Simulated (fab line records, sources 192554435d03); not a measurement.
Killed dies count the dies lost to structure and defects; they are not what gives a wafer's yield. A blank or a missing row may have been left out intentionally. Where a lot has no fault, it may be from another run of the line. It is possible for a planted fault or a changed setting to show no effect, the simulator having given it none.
The tool behind it: which one? ; flow n5 finfet ; 23 lots, 69 wafers sampled, at 6 steps of a route of 1938

== WHAT EACH GAUGE READ, for each wafer ==
N5_MOL_CONTACT_COAG_CD_MEAS_99: the cd target is 17.2 nm. Usual: cd nm reads 17.2 nm (standard deviation 0.31).
lot;measured;on;cd nm (nm);flag
L074;day 4 19:07;cd sem-01;17.1 16.9 17.6;
L075;day 5 00:05;cd sem-03;16.9 17.1 17.2;
L076;day 5 04:22;cd sem-03;17.1 16.9 17.4;
L077;day 5 15:05;cd sem-03;17.6 17.3 17.1;
L078;day 5 18:09;cd sem-03;17.3 17.4 17.1;
L079;day 6 00:38;cd sem-03;17.1 17.2 16.6;
L080;day 6 05:34;cd sem-02;17.5 16.8 17.5;
L081;day 6 16:04;cd sem-01;17.2 17.2 16.6;
L082;day 6 21:07;cd sem-03;17.5 17.4 17.7;
L083;day 6 22:44;cd sem-02;17.2 17.1 17.2;
L084;day 7 04:13;cd sem-01;16.9 17.2 17.4;
L085;day 7 14:42;cd sem-02;17.4 16.9 17.5;
L086;day 7 16:14;cd sem-02;17.6 16.8 17.4;
L087;day 8 01:29;cd sem-01;16.9 17.1 16.9;
L088;day 8 10:25;cd sem-01;17.4 17.5 17.5;
L089;day 8 12:43;cd sem-03;17.4 16.8 17.2;
L090;day 8 16:42;cd sem-02;17.4 16.9 17.0;
L092;day 9 04:48;cd sem-02;17.1 17.7 17.7;
L093;day 9 09:28;cd sem-03;17.1 17.0 17.8;
L094;day 9 17:30;cd sem-03;17.8 17.2 17.4;
L095;day 10 02:33;cd sem-01;17.4 17.0 17.3;
L096;day 10 04:52;cd sem-03;16.8 17.0 17.1;
L097;day 10 17:48;cd sem-03;16.9 16.8 17.3;

N5_MOL_CONTACT_COAG_INSPECT_57: inspects for defects (brightfield). Usual: raw defect count reads 213 (standard deviation 57).
lot;measured;on;raw defect count;flag
L074;day 5 06:04;defect inspect-02;106 213 177;
L075;day 5 08:27;defect inspect-01;242 204 181;
L076;day 5 13:56;defect inspect-02;245 324 221;
L077;day 6 01:37;defect inspect-01;268 249 279;
L078;day 6 05:38;defect inspect-02;368 422 227;
L079;day 6 08:22;defect inspect-01;168 230 219;
L080;day 6 15:35;defect inspect-01;343 209 185;
L081;day 7 00:07;defect inspect-01;218 170 158;
L082;day 7 07:53;defect inspect-01;169 146 220;
L083;day 7 07:57;defect inspect-01;214 169 235;
L084;day 7 12:59;defect inspect-01;139 163 158;
L085;day 8 02:06;defect inspect-02;234 235 240;
L086;day 8 02:43;defect inspect-01;145 149 166;
L087;day 8 08:32;defect inspect-02;181 237 155;
L088;day 8 22:19;defect inspect-01;162 281 200;
L089;day 8 23:18;defect inspect-01;135 169 179;
L090;day 9 02:25;defect inspect-02;311 258 318;
L092;day 9 16:11;defect inspect-02;200 306 128;
L093;day 9 19:13;defect inspect-02;200 190 225;
L094;day 10 02:56;defect inspect-01;148 150 180;
L095;day 10 14:28;defect inspect-02;149 209 198;
L096;day 10 14:59;defect inspect-02;290 241 229;
L097;day 11 03:50;defect inspect-02;264 205 292;

N5_MOL_CONTACT_COAG_OVL_MEAS_41. Usual: for VD_OVL the level is -0.8 nm and the standard deviation is 0.67.
lot;measured;on;VD_OVL (nm);flag
L074;day 5 07:30;overlay-01;-0.7 -2.3 -1.1;
L075;day 5 09:38;overlay-02;-0.3 -1.8 -0.7;
L076;day 5 15:42;overlay-01;-1.1 -1.5 -0.4;
L077;day 6 03:13;overlay-02;-0.8 -1.3 -0.8;
L078;day 6 06:55;overlay-02;0.1 -0.8 0.0;
L079;day 6 14:49;overlay-01;-0.2 -0.2 -0.4;
L080;day 6 17:58;overlay-01;-0.4 -0.9 -1.4;
L081;day 7 01:23;overlay-02;0.0 1.1 -0.3;
L082;day 7 09:13;overlay-01;-1.1 -1.3 -2.1;
L083;day 7 09:17;overlay-02;0.0 -1.2 -0.6;
L084;day 7 14:28;overlay-01;-1.3 -0.7 -1.4;
L085;day 8 03:25;overlay-01;-2.8 -2.0 -1.8;
L086;day 8 05:28;overlay-02;-1.4 -0.5 -0.1;
L087;day 8 10:07;overlay-02;-1.7 0.1 -1.0;
L088;day 9 00:03;overlay-01;-1.6 -0.9 -1.3;
L089;day 9 00:53;overlay-01;-0.7 -1.1 0.0;
L090;day 9 04:28;overlay-01;-0.6 -0.6 -1.8;
L092;day 9 17:32;overlay-01;0.2 -0.2 -0.2;
L093;day 9 20:34;overlay-02;-1.4 -0.9 -0.3;
L094;day 10 04:27;overlay-01;-0.5 0.1 -0.9;
L095;day 10 15:54;overlay-01;-0.9 -0.5 -0.6;
L096;day 10 16:20;overlay-02;-0.8 -1.0 -1.5;
L097;day 11 05:17;overlay-01;-1.2 -0.7 -0.9;

== WHICH TOOL RAN EACH LOT (tool, then ch and the chambers of the sampled wafers, then the start) ==
lot;N5_MOL_CONTACT_COAG_PRE_CLEAN_142;N5_MOL_CONTACT_COAG_ETCH_90;N5_MOL_CONTACT_COAG_ETCH_47
L074;pvd sputter-03, day 5 01:40;rie diel-03 ch 0,3, day 5 06:15;rie diel-02 ch 1,2,3, day 5 06:47
L075;pvd sputter-02, day 5 04:26;rie diel-02 ch 1,3, day 5 08:32;rie diel-04 ch 0,1,3, day 5 09:04
L076;pvd sputter-03, day 5 08:43;rie diel-02 ch 0,1, day 5 14:34;rie diel-04 ch 0,3, day 5 15:07
L077;pvd sputter-02, day 5 21:43;rie diel-04 ch 0,2, day 6 01:54;rie diel-02 ch 0,1, day 6 02:30
L078;pvd sputter-03, day 6 01:29;rie diel-02 ch 1,3, day 6 05:43;rie diel-02 ch 0,1, day 6 06:20
L079;pvd sputter-02, day 6 04:20;rie diel-02 ch 0,2,3, day 6 08:27;rie diel-03 ch 0,1, day 6 08:58
L080;pvd sputter-01, day 6 11:41;rie diel-04 ch 2,3, day 6 16:37;rie diel-03 ch 0,1, day 6 17:23
L081;pvd sputter-02, day 6 20:11;rie diel-04 ch 1,2,3, day 7 00:16;rie diel-02 ch 1,2,3, day 7 00:47
L082;pvd sputter-02, day 7 03:14;rie diel-02 ch 1,3, day 7 07:59;rie diel-04 ch 1,3, day 7 08:31
L083;pvd sputter-01, day 7 03:49;rie diel-03 ch 1,2,3, day 7 08:07;rie diel-02 ch 1,3, day 7 08:38
L084;pvd sputter-02, day 7 08:46;rie diel-03 ch 2,3, day 7 13:04;rie diel-04 ch 0,1,3, day 7 13:53
L085;pvd sputter-01, day 7 21:49;rie diel-03 ch 0,3, day 8 02:18;rie diel-03 ch 1,3, day 8 02:49
L086;pvd sputter-03, day 7 21:58;rie diel-02 ch 0,1,2, day 8 02:48;rie diel-03 ch 0,3, day 8 03:20
L087;pvd sputter-02, day 8 04:26;rie diel-04 ch 1,2,3, day 8 08:40;rie diel-02 ch 0,2,3, day 8 09:23
L088;pvd sputter-01, day 8 17:06;rie diel-03 ch 0,1,3, day 8 22:24;rie diel-04 ch 0,1, day 8 23:21
L089;pvd sputter-02, day 8 17:42;rie diel-02 ch 0,2,3, day 8 23:23;rie diel-03 ch 1,2,3, day 9 00:11
L090;pvd sputter-03, day 8 21:01;rie diel-03 ch 0,1, day 9 03:04;rie diel-02 ch 0,3, day 9 03:53
L092;pvd sputter-01, day 9 12:09;rie diel-02 ch 0,1,2, day 9 16:16;rie diel-04 ch 1,3, day 9 16:57
L093;pvd sputter-02, day 9 15:12;rie diel-04 ch 0,1,3, day 9 19:19;rie diel-02 ch 0,1,2, day 9 19:50
L094;pvd sputter-03, day 9 23:01;rie diel-04 ch 0,1,2, day 10 03:01;rie diel-04 ch 0,1, day 10 03:41
L095;pvd sputter-01, day 10 08:10;rie diel-03 ch 0,1,2, day 10 14:41;rie diel-03 ch 0,1, day 10 15:12
L096;pvd sputter-03, day 10 09:05;rie diel-04 ch 0,3, day 10 15:14;rie diel-04 ch 1,2,3, day 10 15:46
L097;pvd sputter-01, day 10 23:49;rie diel-04 ch 0,2,3, day 11 03:58;rie diel-02 ch 0,1,2, day 11 04:34
- N5_MOL_CONTACT_COAG_PRE_CLEAN_142: time 60 s.
- N5_MOL_CONTACT_COAG_ETCH_90: etches SiARC in CF4, target depth 13 nm, time 21.7 s.
- N5_MOL_CONTACT_COAG_ETCH_47: etches SiNx in CH3F/O2, stops on W, target depth 27 nm.

== WHAT THE TOOLS THEMSELVES READ (means of the sampled wafers that have a number; where no wafer has one, the mark that the record gives instead) ==
N5_MOL_CONTACT_COAG_PRE_CLEAN_142. Usual: heater power w reads 457 W (standard deviation 33).
lot;tool;heater power w (W);flag
L074;pvd sputter-03;435;
L075;pvd sputter-02;445;
L076;pvd sputter-03;443;
L077;pvd sputter-02;470;
L078;pvd sputter-03;456;
L079;pvd sputter-02;444;
L080;pvd sputter-01;494;
L081;pvd sputter-02;479;
L082;pvd sputter-02;452;
L083;pvd sputter-01;472;
L084;pvd sputter-02;448;
L085;pvd sputter-01;489;
L086;pvd sputter-03;437;
L087;pvd sputter-02;442;
L088;pvd sputter-01;476;
L089;pvd sputter-02;443;
L090;pvd sputter-03;434;
L092;pvd sputter-01;487;
L093;pvd sputter-02;474;
L094;pvd sputter-03;432;
L095;pvd sputter-01;475;
L096;pvd sputter-03;424;
L097;pvd sputter-01;473;

N5_MOL_CONTACT_COAG_ETCH_90. Usual: chamber pressure mTorr 40.00 mTorr, standard deviation 0.036; drypump motor current A 5.5 A, standard deviation 0.57; etch rf on time s 21.59 s, standard deviation 0.27; mfc ar sccm 99.99 sccm, standard deviation 0.28; oes product au 0.70 a.u., standard deviation 0.075; rf vpp V 184.4 V, standard deviation 1; showerhead plenum p Torr 2.17 Torr, standard deviation 0.064; throttle valve pct 15.55 %, standard deviation 0.21.
lot;tool;chamber pressure mTorr (mTorr);drypump motor current A (A);etch rf on time s (s);mfc ar sccm (sccm);oes product au (a.u.);rf vpp V (V);showerhead plenum p Torr (Torr);throttle valve pct (%);flag
L074;rie diel-03;39.98;5.6;21.36;99.89;0.73;184.3;2.22;15.49;
L075;rie diel-02;39.98;4.8;21.63;100.11;0.71;184.7;2.16;15.43;
L076;rie diel-02;40.00;5.3;21.59;99.98;0.68;184.6;2.12;15.50;
L077;rie diel-04;40.01;5.8;21.74;100.02;0.62;184.2;2.13;15.81;
L078;rie diel-02;40.02;4.8;21.78;99.48;0.69;183.6;2.16;15.45;
L079;rie diel-02;39.99;5.5;21.81;100.03;0.69;183.4;2.09;15.58;
L080;rie diel-04;40.02;5.6;21.35;100.00;0.71;185.1;2.20;15.55;
L081;rie diel-04;40.02;5.9;21.43;100.00;0.69;185.2;2.22;15.63;
L082;rie diel-02;39.97;4.8;21.81;99.71;0.68;185.4;2.15;15.48;
L083;rie diel-03;40.00;5.3;21.41;100.03;0.67;183.8;2.15;15.58;
L084;rie diel-03;40.00;5.1;21.46;99.75;0.62;184.3;2.12;15.74;
L085;rie diel-03;40.00;5.3;21.57;100.32;0.66;184.0;2.17;15.66;
L086;rie diel-02;39.99;5.5;21.94;100.13;0.77;184.7;2.18;15.33;
L087;rie diel-04;40.04;5.9;21.26;100.06;0.69;184.3;2.21;15.66;
L088;rie diel-03;40.01;5.5;21.44;100.14;0.71;184.7;2.19;15.52;
L089;rie diel-02;39.97;5.5;21.82;100.02;0.74;184.4;2.17;15.44;
L090;rie diel-03;40.02;5.9;21.55;100.17;0.74;184.7;2.23;15.42;
L092;rie diel-02;40.05;5.6;21.71;100.13;0.75;184.4;2.18;15.35;
L093;rie diel-04;40.00;5.9;21.63;100.10;0.72;184.5;2.19;15.60;
L094;rie diel-04;40.02;6.0;21.66;100.14;0.70;184.3;2.15;15.69;
L095;rie diel-03;40.00;5.7;21.47;99.79;0.75;185.0;2.18;15.37;
L096;rie diel-04;40.03;5.7;21.36;100.14;0.77;184.1;2.15;15.43;
L097;rie diel-04;39.97;5.6;21.30;99.80;0.72;183.7;2.16;15.54;

N5_MOL_CONTACT_COAG_ETCH_47. Usual: chamber pressure mTorr 30.001 mTorr, standard deviation 0.029; drypump motor current A 5.5 A, standard deviation 0.59; etch rf on time s 31.1 s, standard deviation 0.4; mfc ar sccm 150.1 sccm, standard deviation 0.65; oes_ar_750_au 0.82 a.u., standard deviation 0.087; oes_o_777_au 0.82 a.u., standard deviation 0.088; oes product au 0.73 a.u., standard deviation 0.081; rf vpp V 296.9 V, standard deviation 2.7; showerhead plenum p Torr 2.03 Torr, standard deviation 0.063; throttle valve pct 16.28 %, standard deviation 0.21.
lot;tool;chamber pressure mTorr (mTorr);drypump motor current A (A);etch rf on time s (s);mfc ar sccm (sccm);oes_ar_750_au (a.u.);oes_o_777_au (a.u.);oes product au (a.u.);rf vpp V (V);showerhead plenum p Torr (Torr);throttle valve pct (%);flag
L074;rie diel-02;30.018;5.0;31.3;149.8;0.76;0.76;0.69;296.2;2.00;16.32;
L075;rie diel-04;30.012;6.0;31.0;150.6;0.79;0.79;0.70;298.5;2.06;16.41;
L076;rie diel-04;29.990;5.5;31.0;149.8;0.83;0.84;0.74;298.0;2.08;16.23;
L077;rie diel-02;30.026;5.8;31.3;150.2;0.73;0.73;0.64;292.6;1.93;16.39;
L078;rie diel-02;30.013;5.3;31.1;150.1;0.78;0.78;0.70;294.4;1.98;16.23;
L079;rie diel-03;29.984;5.8;30.6;150.1;0.94;0.94;0.85;295.0;2.08;16.08;
L080;rie diel-03;30.015;5.9;31.0;149.5;0.90;0.91;0.81;295.1;2.09;16.13;
L081;rie diel-02;30.005;5.0;31.2;149.9;0.84;0.84;0.75;295.2;1.99;16.17;
L082;rie diel-04;29.989;5.8;31.1;150.6;0.83;0.84;0.74;299.4;2.11;16.28;
L083;rie diel-02;29.981;4.8;31.4;150.0;0.78;0.77;0.69;295.8;2.00;16.30;
L084;rie diel-04;29.993;5.9;31.3;149.9;0.77;0.77;0.68;298.0;2.05;16.45;
L085;rie diel-03;30.015;5.2;30.6;150.2;0.80;0.81;0.72;298.0;2.01;16.31;
L086;rie diel-03;30.020;5.3;30.6;150.2;0.78;0.78;0.69;299.3;2.02;16.36;
L087;rie diel-02;29.989;5.5;31.2;150.1;0.87;0.87;0.78;296.4;2.03;16.19;
L088;rie diel-04;29.988;6.3;30.6;149.8;0.82;0.81;0.74;300.4;2.04;16.49;
L089;rie diel-03;29.977;5.3;30.7;150.6;0.86;0.88;0.78;296.7;2.00;16.15;
L090;rie diel-02;29.999;5.7;31.3;149.8;0.87;0.88;0.78;297.1;2.08;16.19;
L092;rie diel-04;29.992;6.2;31.2;150.2;0.77;0.76;0.68;301.1;2.08;16.50;
L093;rie diel-02;30.018;5.5;31.4;150.3;0.87;0.88;0.77;295.6;2.03;16.11;
L094;rie diel-04;30.009;6.1;30.6;149.7;0.87;0.86;0.78;297.2;2.00;16.33;
L095;rie diel-03;30.020;5.9;31.6;150.3;0.85;0.85;0.75;295.9;2.08;16.18;
L096;rie diel-04;29.988;5.9;31.4;150.3;0.77;0.78;0.69;298.8;2.06;16.42;
L097;rie diel-02;29.999;5.5;30.9;150.2;0.86;0.86;0.77;296.3;2.03;16.12;

== THE ANSWER, worked out from the rows above alone ==
Rule: a lot is off if the mean of its wafers that have a number lies more than 3 standard deviations from the usual mean. Also off: a lot with no number at a reading for which 4 or more lots have one. All remaining lots with rows at the step are treated as sound. The gauges are gone through in route order, then the tools' own readings, and for those a lot's mean is taken as printed above. The first step at which some lot is off is used, and at that step the reading that is off furthest; a lot without a number counts as furthest.
No lot is off at any reading shown: from this, nothing can be told.

== WHAT HAD BEEN PUT IN BY THE SIMULATOR ==
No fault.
